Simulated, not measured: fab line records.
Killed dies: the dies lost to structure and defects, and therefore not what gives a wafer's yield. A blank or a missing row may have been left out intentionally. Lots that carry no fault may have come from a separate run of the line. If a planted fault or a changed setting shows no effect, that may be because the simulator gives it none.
Chamber matching / flow n5 finfet / N5_BEOL_M1_ALD_98 on ald sin-04: 4 sister chambers
The step deposits SiO2, target thk 2.5 nm, pulse time 1 s, co reactant pulse time 1 s. 8 wafers are shown with their chamber, then 10 later ones without.

== WAFERS PAIRED WITH THEIR CHAMBERS ==
wafer=L080.3; chamber=0; heater power w (W)=75; precursor pulse height rel=1.011
wafer=L080.5; chamber=3; heater power w (W)=68; precursor pulse height rel=0.980
wafer=L080.6; chamber=0; heater power w (W)=74; precursor pulse height rel=1.025
wafer=L085.1; chamber=3; heater power w (W)=68; precursor pulse height rel=0.983
wafer=L085.3; chamber=1; heater power w (W)=89; precursor pulse height rel=1.019
wafer=L085.6; chamber=2; heater power w (W)=79; precursor pulse height rel=1.044
wafer=L091.2; chamber=2; heater power w (W)=80; precursor pulse height rel=0.979
wafer=L091.5; chamber=1; heater power w (W)=88; precursor pulse height rel=1.007

== WAFERS WITH NO CHAMBER GIVEN ==
wafer=L091.6; heater power w (W)=79; precursor pulse height rel=0.971
wafer=L092.1; heater power w (W)=71; precursor pulse height rel=0.965
wafer=L092.2; heater power w (W)=89; precursor pulse height rel=0.998
wafer=L092.5; heater power w (W)=68; precursor pulse height rel=1.002
wafer=L093.3; heater power w (W)=70; precursor pulse height rel=1.003
wafer=L093.4; heater power w (W)=67; precursor pulse height rel=0.978
wafer=L093.6; heater power w (W)=89; precursor pulse height rel=1.021
wafer=L096.2; heater power w (W)=66; precursor pulse height rel=0.999
wafer=L096.3; heater power w (W)=90; precursor pulse height rel=0.994
wafer=L096.4; heater power w (W)=70; precursor pulse height rel=0.977

== THE CHAMBER EACH PASSED THROUGH ==
wafer=L091.6; from the rows above=2; in truth=2
wafer=L092.1; from the rows above=can't be placed: 3 or 0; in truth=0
wafer=L092.2; from the rows above=1; in truth=1
wafer=L092.5; from the rows above=3; in truth=3
wafer=L093.3; from the rows above=3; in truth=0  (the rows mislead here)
wafer=L093.4; from the rows above=3; in truth=3
wafer=L093.6; from the rows above=1; in truth=1
wafer=L096.2; from the rows above=3; in truth=3
wafer=L096.3; from the rows above=1; in truth=1
wafer=L096.4; from the rows above=3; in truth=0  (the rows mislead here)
7 of 10 placed correctly. Not placeable from these rows: 1 (in 1, the candidates include the true chamber). Number placed wrongly: 2.
How it was worked out, from the rows above alone: a wafer's distance from a chamber is the root of the sum, over the readings, of the square of ((its reading less the chamber's mean) divided by the reading's scatter). If the next closest chamber is less than 2 further off than the closest, the wafer can't be placed; otherwise it belongs to the closest. The mean given for a chamber averages the wafers shown for that chamber. How the scatter is found: for the shown wafers, subtract from each reading the mean of its chamber, square and add these, divide the total by (wafers less chambers), then take the root.
